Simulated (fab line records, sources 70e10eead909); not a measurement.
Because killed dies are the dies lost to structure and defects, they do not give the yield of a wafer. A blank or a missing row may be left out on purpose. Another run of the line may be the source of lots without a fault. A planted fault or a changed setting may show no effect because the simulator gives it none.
fab line records || flow nand_harc
[record] {"lots": 5, "wafers": 15, "last_day": 32}
route steps=1302 shown A_ONON_D2@548 END@1302
lots untouched by any fault: they come from a run of this same line in which no faults occurred
start_h: hours from the record's opening day to when the first of the lot's shown wafers began || wait_h: hours from the lot's prior step to this one || " repeats the value in the row above || L1.1+2: one row covering several wafers at once || - no value, or no start was given || * or withheld: withheld || < > ~ a bound
route shown NAME@n: NAME is a module with steps in the file, n the number in the route of the first one || usual: the fault-free wafers' mean and standard deviation || same: alike in all rows || chamber/n: place in a boat || sites: per-site readings || _std_site: the standard deviation of these || _edge_site: the outer-site mean with the inner-site mean subtracted || radius_mm: for every site, how far away it sits from the centre of the wafer || mask NAME#n: copy n || behind: tool/chamber where the wafer was last shaped || hold: reason for holding the lot/hours on hold/outcome of the hold || device: transistor that didn't switch, given as n, p or np || end of line: the same wafers' tests at the end of the route || where a step has no rows: the recipe by itself || killed: at the first sort, the dies lost to defects and structure; wafer yield is something else || map: the dies of a wafer, with x for killed, . for not killed, _ for no die there
set.NAME: setting as actually run; set.NAME@STEP: the setting as run at that earlier step || model.NAME: the simulator's own value behind a step, which no gauge read
lots at selected steps of the route; one table per step, one row per wafer
services: when a tool's chamber went out of use (start_h, in hours from the record's first day, below 0 if earlier), for how many hours, and the reason
[[steps]]
[step NHARC_A_ONON_D2_THK_MEAS_05]
[recipe] {"thk_meas_gauge": "ellipsometry"}
[usual] {"thk_nm": "997/9.9"}
{"lot.wafer": "L659.2", "tool": "film_metro-01", "chamber": "-", "start_h": 339.85, "wait_h": "-", "thk_nm": 1004}
{"lot.wafer": "L659.3", "tool": "film_metro-01", "chamber": "-", "start_h": 339.85, "wait_h": "-", "thk_nm": 1003}
{"lot.wafer": "L659.5", "tool": "film_metro-01", "chamber": "-", "start_h": 339.85, "wait_h": "-", "thk_nm": 1004}
{"lot.wafer": "L661.3", "tool": "film_metro-01", "chamber": "-", "start_h": 346.35, "wait_h": "-", "thk_nm": 987}
{"lot.wafer": "L661.4", "tool": "film_metro-01", "chamber": "-", "start_h": 346.35, "wait_h": "-", "thk_nm": 985}
{"lot.wafer": "L661.5", "tool": "film_metro-01", "chamber": "-", "start_h": 346.35, "wait_h": "-", "thk_nm": 987}
{"lot.wafer": "L664.1", "tool": "film_metro-01", "chamber": "-", "start_h": 377.93, "wait_h": "-", "thk_nm": 987}
{"lot.wafer": "L664.4", "tool": "film_metro-01", "chamber": "-", "start_h": 377.93, "wait_h": "-", "thk_nm": 988}
{"lot.wafer": "L664.5", "tool": "film_metro-01", "chamber": "-", "start_h": 377.93, "wait_h": "-", "thk_nm": 988}
{"lot.wafer": "L671.1", "tool": "film_metro-02", "chamber": "-", "start_h": 442.91, "wait_h": "-", "thk_nm": 1002}
{"lot.wafer": "L671.5", "tool": "film_metro-02", "chamber": "-", "start_h": 442.91, "wait_h": "-", "thk_nm": 1002}
{"lot.wafer": "L671.6", "tool": "film_metro-02", "chamber": "-", "start_h": 442.91, "wait_h": "-", "thk_nm": 1003}
{"lot.wafer": "L673.1", "tool": "film_metro-02", "chamber": "-", "start_h": 466.12, "wait_h": "-", "thk_nm": 1004}
{"lot.wafer": "L673.3", "tool": "film_metro-02", "chamber": "-", "start_h": 466.12, "wait_h": "-", "thk_nm": 1005}
{"lot.wafer": "L673.6", "tool": "film_metro-02", "chamber": "-", "start_h": 466.12, "wait_h": "-", "thk_nm": 1005}
[step NHARC_A_ONON_D2_DEP_06]
[recipe] {"target_thk_a": 10000, "n2_flow_sccm": 2750, "n2o_flow_sccm": 2000, "nh3_flow_sccm": 500, "sih4_flow_sccm": 210, "temp_c": 400}
[step NHARC_A_ONON_D2_THK_MEAS_08]
[recipe] {"thk_meas_gauge": "ellipsometry"}
[usual] {"thk_nm": "999/12"}
{"lot.wafer": "L659.2", "tool": "film_metro-01", "chamber": "-", "start_h": 340.41, "wait_h": "-", "thk_nm": 995}
{"lot.wafer": "L659.3", "tool": "film_metro-01", "chamber": "-", "start_h": 340.41, "wait_h": "-", "thk_nm": 993}
{"lot.wafer": "L659.5", "tool": "film_metro-01", "chamber": "-", "start_h": 340.41, "wait_h": "-", "thk_nm": 994}
{"lot.wafer": "L661.3", "tool": "film_metro-02", "chamber": "-", "start_h": 346.91, "wait_h": "-", "thk_nm": 987}
{"lot.wafer": "L661.4", "tool": "film_metro-02", "chamber": "-", "start_h": 346.91, "wait_h": "-", "thk_nm": 988}
{"lot.wafer": "L661.5", "tool": "film_metro-02", "chamber": "-", "start_h": 346.91, "wait_h": "-", "thk_nm": 987}
{"lot.wafer": "L664.1", "tool": "film_metro-01", "chamber": "-", "start_h": 378.49, "wait_h": "-", "thk_nm": 1010}
{"lot.wafer": "L664.4", "tool": "film_metro-01", "chamber": "-", "start_h": 378.49, "wait_h": "-", "thk_nm": 1013}
{"lot.wafer": "L664.5", "tool": "film_metro-01", "chamber": "-", "start_h": 378.49, "wait_h": "-", "thk_nm": 1012}
{"lot.wafer": "L671.1", "tool": "film_metro-01", "chamber": "-", "start_h": 443.47, "wait_h": "-", "thk_nm": 1001}
{"lot.wafer": "L671.5", "tool": "film_metro-01", "chamber": "-", "start_h": 443.47, "wait_h": "-", "thk_nm": 1001}
{"lot.wafer": "L671.6", "tool": "film_metro-01", "chamber": "-", "start_h": 443.47, "wait_h": "-", "thk_nm": 1002}
{"lot.wafer": "L673.1", "tool": "film_metro-01", "chamber": "-", "start_h": 466.69, "wait_h": "-", "thk_nm": 996}
{"lot.wafer": "L673.3", "tool": "film_metro-01", "chamber": "-", "start_h": 466.69, "wait_h": "-", "thk_nm": 996}
{"lot.wafer": "L673.6", "tool": "film_metro-01", "chamber": "-", "start_h": 466.69, "wait_h": "-", "thk_nm": 996}
[step NHARC_A_ONON_D2_DEP_09]
[recipe] {"target_thk_a": 10000, "n2_flow_sccm": 2750, "n2o_flow_sccm": 2000, "nh3_flow_sccm": 500, "sih4_flow_sccm": 210, "temp_c": 400}
[step NHARC_A_ONON_D2_THK_MEAS_11]
[recipe] {"thk_meas_gauge": "ellipsometry"}
[usual] {"thk_nm": "994/12"}
{"lot.wafer": "L659.2", "tool": "film_metro-01", "chamber": "-", "start_h": 340.98, "wait_h": "-", "thk_nm": 1000}
{"lot.wafer": "L659.3", "tool": "film_metro-01", "chamber": "-", "start_h": 340.98, "wait_h": "-", "thk_nm": 999}
{"lot.wafer": "L659.5", "tool": "film_metro-01", "chamber": "-", "start_h": 340.98, "wait_h": "-", "thk_nm": 998}
{"lot.wafer": "L661.3", "tool": "film_metro-01", "chamber": "-", "start_h": 347.48, "wait_h": "-", "thk_nm": 1021}
{"lot.wafer": "L661.4", "tool": "film_metro-01", "chamber": "-", "start_h": 347.48, "wait_h": "-", "thk_nm": 1021}
{"lot.wafer": "L661.5", "tool": "film_metro-01", "chamber": "-", "start_h": 347.48, "wait_h": "-", "thk_nm": 1021}
{"lot.wafer": "L664.1", "tool": "film_metro-01", "chamber": "-", "start_h": 379.06, "wait_h": "-", "thk_nm": 1010}
{"lot.wafer": "L664.4", "tool": "film_metro-01", "chamber": "-", "start_h": 379.06, "wait_h": "-", "thk_nm": 1009}
{"lot.wafer": "L664.5", "tool": "film_metro-01", "chamber": "-", "start_h": 379.06, "wait_h": "-", "thk_nm": 1009}
{"lot.wafer": "L671.1", "tool": "film_metro-02", "chamber": "-", "start_h": 444.04, "wait_h": "-", "thk_nm": 980}
{"lot.wafer": "L671.5", "tool": "film_metro-02", "chamber": "-", "start_h": 444.04, "wait_h": "-", "thk_nm": 980}
{"lot.wafer": "L671.6", "tool": "film_metro-02", "chamber": "-", "start_h": 444.04, "wait_h": "-", "thk_nm": 980}
{"lot.wafer": "L673.1", "tool": "film_metro-02", "chamber": "-", "start_h": 467.25, "wait_h": "-", "thk_nm": 988}
{"lot.wafer": "L673.3", "tool": "film_metro-02", "chamber": "-", "start_h": 467.25, "wait_h": "-", "thk_nm": 989}
{"lot.wafer": "L673.6", "tool": "film_metro-02", "chamber": "-", "start_h": 467.25, "wait_h": "-", "thk_nm": 987}
[step NHARC_A_ONON_D2_DEP_12]
[recipe] {"target_thk_a": 10000, "n2_flow_sccm": 2750, "n2o_flow_sccm": 2000, "nh3_flow_sccm": 500, "sih4_flow_sccm": 210, "temp_c": 400}
[step NHARC_A_ONON_D2_THK_MEAS_14]
[recipe] {"thk_meas_gauge": "ellipsometry"}
[usual] {"thk_nm": "1003/8.6"}
{"lot.wafer": "L659.2", "tool": "film_metro-01", "chamber": "-", "start_h": 341.55, "wait_h": "-", "thk_nm": 1009}
{"lot.wafer": "L659.3", "tool": "film_metro-01", "chamber": "-", "start_h": 341.55, "wait_h": "-", "thk_nm": 1006}
{"lot.wafer": "L659.5", "tool": "film_metro-01", "chamber": "-", "start_h": 341.55, "wait_h": "-", "thk_nm": 1007}
{"lot.wafer": "L661.3", "tool": "film_metro-02", "chamber": "-", "start_h": 348.05, "wait_h": "-", "thk_nm": 994}
{"lot.wafer": "L661.4", "tool": "film_metro-02", "chamber": "-", "start_h": 348.05, "wait_h": "-", "thk_nm": 993}
{"lot.wafer": "L661.5", "tool": "film_metro-02", "chamber": "-", "start_h": 348.05, "wait_h": "-", "thk_nm": 995}
{"lot.wafer": "L664.1", "tool": "film_metro-02", "chamber": "-", "start_h": 379.63, "wait_h": "-", "thk_nm": 1000}
{"lot.wafer": "L664.4", "tool": "film_metro-02", "chamber": "-", "start_h": 379.63, "wait_h": "-", "thk_nm": 1001}
{"lot.wafer": "L664.5", "tool": "film_metro-02", "chamber": "-", "start_h": 379.63, "wait_h": "-", "thk_nm": 1001}
{"lot.wafer": "L671.1", "tool": "film_metro-01", "chamber": "-", "start_h": 444.61, "wait_h": "-", "thk_nm": 992}
{"lot.wafer": "L671.5", "tool": "film_metro-01", "chamber": "-", "start_h": 444.61, "wait_h": "-", "thk_nm": 992}
{"lot.wafer": "L671.6", "tool": "film_metro-01", "chamber": "-", "start_h": 444.61, "wait_h": "-", "thk_nm": 992}
{"lot.wafer": "L673.1", "tool": "film_metro-02", "chamber": "-", "start_h": 467.81, "wait_h": "-", "thk_nm": 998}
{"lot.wafer": "L673.3", "tool": "film_metro-02", "chamber": "-", "start_h": 467.81, "wait_h": "-", "thk_nm": 1000}
{"lot.wafer": "L673.6", "tool": "film_metro-02", "chamber": "-", "start_h": 467.81, "wait_h": "-", "thk_nm": 1000}
[step NHARC_A_ONON_D2_ANNEAL_15]
[recipe] {"temp_c": 750, "time_s": 3600}
[step NHARC_A_ONON_D2_DEP_16]
[recipe] {"target_thk_a": 10000, "n2_flow_sccm": 2750, "n2o_flow_sccm": 2000, "nh3_flow_sccm": 500, "sih4_flow_sccm": 210, "temp_c": 400}
[step NHARC_A_ONON_D2_THK_MEAS_18]
[recipe] {"thk_meas_gauge": "ellipsometry"}
[usual] {"thk_nm": "1000/7.5"}
{"lot.wafer": "L659.2", "tool": "film_metro-01", "chamber": "-", "start_h": 352.41, "wait_h": "-", "thk_nm": 993}
{"lot.wafer": "L659.3", "tool": "film_metro-01", "chamber": "-", "start_h": 352.41, "wait_h": "-", "thk_nm": 992}
{"lot.wafer": "L659.5", "tool": "film_metro-01", "chamber": "-", "start_h": 352.41, "wait_h": "-", "thk_nm": 992}
{"lot.wafer": "L661.3", "tool": "film_metro-01", "chamber": "-", "start_h": 355.92, "wait_h": "-", "thk_nm": 984}
{"lot.wafer": "L661.4", "tool": "film_metro-01", "chamber": "-", "start_h": 355.92, "wait_h": "-", "thk_nm": 984}
{"lot.wafer": "L661.5", "tool": "film_metro-01", "chamber": "-", "start_h": 355.92, "wait_h": "-", "thk_nm": 986}
{"lot.wafer": "L664.1", "tool": "film_metro-02", "chamber": "-", "start_h": 387.28, "wait_h": "-", "thk_nm": 1001}
{"lot.wafer": "L664.4", "tool": "film_metro-02", "chamber": "-", "start_h": 387.28, "wait_h": "-", "thk_nm": 1002}
{"lot.wafer": "L664.5", "tool": "film_metro-02", "chamber": "-", "start_h": 387.28, "wait_h": "-", "thk_nm": 1000}
{"lot.wafer": "L671.1", "tool": "film_metro-02", "chamber": "-", "start_h": 452.22, "wait_h": "-", "thk_nm": 1000}
{"lot.wafer": "L671.5", "tool": "film_metro-02", "chamber": "-", "start_h": 452.22, "wait_h": "-", "thk_nm": 1003}
{"lot.wafer": "L671.6", "tool": "film_metro-02", "chamber": "-", "start_h": 452.22, "wait_h": "-", "thk_nm": 1002}
{"lot.wafer": "L673.1", "tool": "film_metro-01", "chamber": "-", "start_h": 475.17, "wait_h": "-", "thk_nm": 1000}
{"lot.wafer": "L673.3", "tool": "film_metro-01", "chamber": "-", "start_h": 475.17, "wait_h": "-", "thk_nm": 1000}
{"lot.wafer": "L673.6", "tool": "film_metro-01", "chamber": "-", "start_h": 475.17, "wait_h": "-", "thk_nm": 1000}
[step NHARC_A_ONON_D2_DEP_19]
[recipe] {"target_thk_a": 10000, "n2_flow_sccm": 2750, "n2o_flow_sccm": 2000, "nh3_flow_sccm": 500, "sih4_flow_sccm": 210, "temp_c": 400}
[step NHARC_A_ONON_D2_THK_MEAS_21]
[recipe] {"thk_meas_gauge": "ellipsometry"}
[usual] {"thk_nm": "1000/11"}
{"lot.wafer": "L659.2", "tool": "film_metro-01", "chamber": "-", "start_h": 352.98, "wait_h": "-", "thk_nm": 997}
{"lot.wafer": "L659.3", "tool": "film_metro-01", "chamber": "-", "start_h": 352.98, "wait_h": "-", "thk_nm": 999}
{"lot.wafer": "L659.5", "tool": "film_metro-01", "chamber": "-", "start_h": 352.98, "wait_h": "-", "thk_nm": 998}
{"lot.wafer": "L661.3", "tool": "film_metro-01", "chamber": "-", "start_h": 356.49, "wait_h": "-", "thk_nm": 999}
{"lot.wafer": "L661.4", "tool": "film_metro-01", "chamber": "-", "start_h": 356.49, "wait_h": "-", "thk_nm": 997}
{"lot.wafer": "L661.5", "tool": "film_metro-01", "chamber": "-", "start_h": 356.49, "wait_h": "-", "thk_nm": 999}
{"lot.wafer": "L664.1", "tool": "film_metro-01", "chamber": "-", "start_h": 387.85, "wait_h": "-", "thk_nm": 1000}
{"lot.wafer": "L664.4", "tool": "film_metro-01", "chamber": "-", "start_h": 387.85, "wait_h": "-", "thk_nm": 1000}
{"lot.wafer": "L664.5", "tool": "film_metro-01", "chamber": "-", "start_h": 387.85, "wait_h": "-", "thk_nm": 1000}
{"lot.wafer": "L671.1", "tool": "film_metro-02", "chamber": "-", "start_h": 452.79, "wait_h": "-", "thk_nm": 978}
{"lot.wafer": "L671.5", "tool": "film_metro-02", "chamber": "-", "start_h": 452.79, "wait_h": "-", "thk_nm": 978}
{"lot.wafer": "L671.6", "tool": "film_metro-02", "chamber": "-", "start_h": 452.79, "wait_h": "-", "thk_nm": 979}
{"lot.wafer": "L673.1", "tool": "film_metro-01", "chamber": "-", "start_h": 475.88, "wait_h": "-", "thk_nm": 987}
{"lot.wafer": "L673.3", "tool": "film_metro-01", "chamber": "-", "start_h": 475.88, "wait_h": "-", "thk_nm": 988}
{"lot.wafer": "L673.6", "tool": "film_metro-01", "chamber": "-", "start_h": 475.88, "wait_h": "-", "thk_nm": 988}
[step NHARC_A_ONON_D2_DEP_22]
[recipe] {"target_thk_a": 10000, "n2_flow_sccm": 2750, "n2o_flow_sccm": 2000, "nh3_flow_sccm": 500, "sih4_flow_sccm": 210, "temp_c": 400}
[usual] {"susceptor_temp_C": "399.98/0.22"}
{"lot.wafer": "L659.2", "tool": "pecvd_onon-04", "chamber": 0, "start_h": 353.09, "wait_h": 0.1, "susceptor_temp_C": 400.07}
{"lot.wafer": "L659.3", "tool": "pecvd_onon-04", "chamber": 0, "start_h": 353.09, "wait_h": 0.1, "susceptor_temp_C": 400.16}
{"lot.wafer": "L659.5", "tool": "pecvd_onon-04", "chamber": 0, "start_h": 353.09, "wait_h": 0.1, "susceptor_temp_C": 399.97}
{"lot.wafer": "L661.3", "tool": "pecvd_onon-03", "chamber": 0, "start_h": 356.66, "wait_h": 0.2, "susceptor_temp_C": 400.34}
{"lot.wafer": "L661.4", "tool": "pecvd_onon-03", "chamber": 0, "start_h": 356.66, "wait_h": 0.2, "susceptor_temp_C": 399.56}
{"lot.wafer": "L661.5", "tool": "pecvd_onon-03", "chamber": 0, "start_h": 356.66, "wait_h": 0.2, "susceptor_temp_C": 399.83}
{"lot.wafer": "L664.1", "tool": "pecvd_onon-02", "chamber": 0, "start_h": 387.90, "wait_h": 0.1, "susceptor_temp_C": 399.60}
{"lot.wafer": "L664.4", "tool": "pecvd_onon-02", "chamber": 0, "start_h": 387.90, "wait_h": 0.1, "susceptor_temp_C": 399.85}
{"lot.wafer": "L664.5", "tool": "pecvd_onon-02", "chamber": 0, "start_h": 387.90, "wait_h": 0.1, "susceptor_temp_C": 399.89}
{"lot.wafer": "L671.1", "tool": "pecvd_onon-02", "chamber": 0, "start_h": 452.85, "wait_h": 0.1, "susceptor_temp_C": 399.94}
{"lot.wafer": "L671.5", "tool": "pecvd_onon-02", "chamber": 0, "start_h": 452.85, "wait_h": 0.1, "susceptor_temp_C": 399.65}
{"lot.wafer": "L671.6", "tool": "pecvd_onon-02", "chamber": 0, "start_h": 452.85, "wait_h": 0.1, "susceptor_temp_C": 400.00}
{"lot.wafer": "L673.1", "tool": "pecvd_onon-03", "chamber": 0, "start_h": 476.07, "wait_h": 0.2, "susceptor_temp_C": 399.63}
{"lot.wafer": "L673.3", "tool": "pecvd_onon-03", "chamber": 0, "start_h": 476.07, "wait_h": 0.2, "susceptor_temp_C": 399.94}
{"lot.wafer": "L673.6", "tool": "pecvd_onon-03", "chamber": 0, "start_h": 476.07, "wait_h": 0.2, "susceptor_temp_C": 399.90}
[step NHARC_A_ONON_D2_THK_MEAS_24]
[recipe] {"thk_meas_gauge": "ellipsometry"}
[usual] {"thk_nm": "1004/8.6"}
{"lot.wafer": "L659.2", "tool": "film_metro-01", "chamber": "-", "start_h": 353.55, "wait_h": "-", "thk_nm": 991}
{"lot.wafer": "L659.3", "tool": "film_metro-01", "chamber": "-", "start_h": 353.55, "wait_h": "-", "thk_nm": 989}
{"lot.wafer": "L659.5", "tool": "film_metro-01", "chamber": "-", "start_h": 353.55, "wait_h": "-", "thk_nm": 989}
{"lot.wafer": "L661.3", "tool": "film_metro-01", "chamber": "-", "start_h": 357.06, "wait_h": "-", "thk_nm": 1017}
{"lot.wafer": "L661.4", "tool": "film_metro-01", "chamber": "-", "start_h": 357.06, "wait_h": "-", "thk_nm": 1017}
{"lot.wafer": "L661.5", "tool": "film_metro-01", "chamber": "-", "start_h": 357.06, "wait_h": "-", "thk_nm": 1016}
{"lot.wafer": "L664.1", "tool": "film_metro-01", "chamber": "-", "start_h": 388.41, "wait_h": "-", "thk_nm": 996}
{"lot.wafer": "L664.4", "tool": "film_metro-01", "chamber": "-", "start_h": 388.41, "wait_h": "-", "thk_nm": 995}
{"lot.wafer": "L664.5", "tool": "film_metro-01", "chamber": "-", "start_h": 388.41, "wait_h": "-", "thk_nm": 995}
{"lot.wafer": "L671.1", "tool": "film_metro-01", "chamber": "-", "start_h": 453.36, "wait_h": "-", "thk_nm": 1597}
{"lot.wafer": "L671.5", "tool": "film_metro-01", "chamber": "-", "start_h": 453.36, "wait_h": "-", "thk_nm": 1597}
{"lot.wafer": "L671.6", "tool": "film_metro-01", "chamber": "-", "start_h": 453.36, "wait_h": "-", "thk_nm": 1005}
{"lot.wafer": "L673.1", "tool": "film_metro-01", "chamber": "-", "start_h": 476.58, "wait_h": "-", "thk_nm": 997}
{"lot.wafer": "L673.3", "tool": "film_metro-01", "chamber": "-", "start_h": 476.58, "wait_h": "-", "thk_nm": 997}
{"lot.wafer": "L673.6", "tool": "film_metro-01", "chamber": "-", "start_h": 476.58, "wait_h": "-", "thk_nm": 995}
[step NHARC_A_ONON_D2_DEP_25]
[recipe] {"target_thk_a": 10000, "n2_flow_sccm": 2750, "n2o_flow_sccm": 2000, "nh3_flow_sccm": 500, "sih4_flow_sccm": 210, "temp_c": 400}
[step NHARC_END_SORT_01]
[recipe] {"temp_c": 25}
[usual] {"killed_at_array": "62/18", "killed_at_other": "0.9/1.2", "killed_at_periphery": "4.2/2.9", "killed_dies": "67/17", "killed_open": "3.6/1.9", "killed_short": "2.5/1.6"}
[same] {"gross_dies": 677}
{"lot.wafer": "L671.1", "tool": "prober-02", "chamber": 0, "start_h": 753.92, "wait_h": 2.5, "killed_at_array": 668, "killed_at_other": 1, "killed_at_periphery": 8, "killed_dies": 677, "killed_open": 5, "killed_short": 0}
{"lot.wafer": "L671.5", "tool": "prober-02", "chamber": 0, "start_h": 757.15, "wait_h": 3.7, "killed_at_array": 668, "killed_at_other": 1, "killed_at_periphery": 8, "killed_dies": 677, "killed_open": 3, "killed_short": 3}
// killed by level:class
L671.1 A_ONON_D2:area_dep=631 A_CHANNEL_HOLE_D1:chamber_film_flake=16 A_SLIT:chamber_film_flake=6 A_STAIRCASE:chamber_film_flake=5 P_STI:chamber_film_flake=3 A_CHANNEL_HOLE_D2:chamber_film_flake=3 A_CHANNEL_FILL_D2:geometric_particle:open=2 P_CONTACT:chamber_film_flake=2
L671.5 A_ONON_D2:area_dep=627 A_CHANNEL_HOLE_D1:chamber_film_flake=20 A_SLIT:chamber_film_flake=8 P_GATE:chamber_film_flake=3 A_STAIRCASE:chamber_film_flake=3 A_CONTACT:chamber_film_flake=3 P_ZERO_WELL:chamber_film_flake=2 A_CHANNEL_HOLE_D2:chamber_film_flake=2
// map L671.1 (x killed, . not)
____________x____________
_________xxxxxxx_________
_______xxxxxxxxxxx_______
______xxxxxxxxxxxxx______
_____xxxxxxxxxxxxxxx_____
____xxxxxxxxxxxxxxxxx____
____xxxxxxxxxxxxxxxxx____
___xxxxxxxxxxxxxxxxxxx___
___xxxxxxxxxxxxxxxxxxx___
__xxxxxxxxxxxxxxxxxxxxx__
__xxxxxxxxxxxxxxxxxxxxx__
_xxxxxxxxxxxxxxxxxxxxxxx_
_xxxxxxxxxxxxxxxxxxxxxxx_
_xxxxxxxxxxxxxxxxxxxxxxx_
_xxxxxxxxxxxxxxxxxxxxxxx_
_xxxxxxxxxxxxxxxxxxxxxxx_
xxxxxxxxxxxxxxxxxxxxxxxxx
xxxxxxxxxxxxxxxxxxxxxxxxx
xxxxxxxxxxxxxxxxxxxxxxxxx
xxxxxxxxxxxxxxxxxxxxxxxxx
xxxxxxxxxxxxxxxxxxxxxxxxx
_xxxxxxxxxxxxxxxxxxxxxxx_
_xxxxxxxxxxxxxxxxxxxxxxx_
_xxxxxxxxxxxxxxxxxxxxxxx_
_xxxxxxxxxxxxxxxxxxxxxxx_
_xxxxxxxxxxxxxxxxxxxxxxx_
__xxxxxxxxxxxxxxxxxxxxx__
__xxxxxxxxxxxxxxxxxxxxx__
___xxxxxxxxxxxxxxxxxxx___
___xxxxxxxxxxxxxxxxxxx___
____xxxxxxxxxxxxxxxxx____
____xxxxxxxxxxxxxxxxx____
_____xxxxxxxxxxxxxxx_____
______xxxxxxxxxxxxx______
_______xxxxxxxxxxx_______
_________xxxxxxx_________
____________x____________
// map L664.4 (x killed, . not)
____________.____________
_________.x....._________
_______..........._______
______.............______
_____...........x..._____
____.................____
____.................____
___...................___
___.............xx...x___
__.....................__
__...xx...........x....__
_......................._
_.................x.xx.._
_...x.............x....._
_......................._
_................x.xxxxx_
....................xxxxx
...........x........xxxxx
....................xxxx.
.......x.................
....................x.x..
_..................x..xx_
_......................._
_..................xxx.._
_..........xx.......xx.._
_......................._
__.....................__
__.....................__
___...................___
___...................___
____.................____
____.................____
_____..........x...._____
______.............______
_______..........._______
_________x...x.._________
____________.____________
[[services]]
{"tool": "pecvd_onon-02", "chamber": "-", "start_h": 342.00, "hours": 13.0, "kind": "pm"}
{"tool": "pecvd_onon-03", "chamber": "-", "start_h": 384.00, "hours": 13.0, "kind": "pm"}
{"tool": "pecvd_onon-04", "chamber": "-", "start_h": 450.25, "hours": 0.2, "kind": "repair"}
{"tool": "pecvd_onon-04", "chamber": "-", "start_h": 468.19, "hours": 13.0, "kind": "pm"}
[[key]]
[first_sign] {"step": "NHARC_A_ONON_D2_THK_MEAS_24", "reading": "thk_nm", "direction": "up", "sigmas": 69, "usual": 1004, "struck": 1597}
[effect] {"step": "NHARC_END_SORT_01", "reading": "killed_dies", "direction": "up", "sigmas": 35, "usual": 67, "struck": 677}
[more_kills_born_at] {"NHARC_A_ONON_D2_DEP_22@pecvd_onon-02": 1258}
met_at NHARC_A_ONON_D2_DEP_22
struck_wafers L671.1,L671.5
later_rows_left_out L671.1,L671.5
tester_left_out L671
onset_between 387.90 452.85
[fault] {"kind": "process_parameter_drift", "tool": "pecvd_onon-02", "chamber": "-", "onset_h": 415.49, "steps": "NHARC_A_ONON_D2_DEP_22", "channel": "target_thk_a", "offset": "*", "shape": "step", "end_h": 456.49, "scope": "struck_wafers_only", "acts_in": "*", "stated": "*"}
// tester_left_out: of these lots the tester's yield and bins aren't shown, on N5 and GAA mostly nor the transistor test; their killed dies are dies lost to structure and defects alone, not to doping, threshold or leakage, so they don't give the yield
// later_rows_left_out: the simulator's readings of these wafers behind a module that went badly wrong aren't trusted and aren't shown, but for the sort
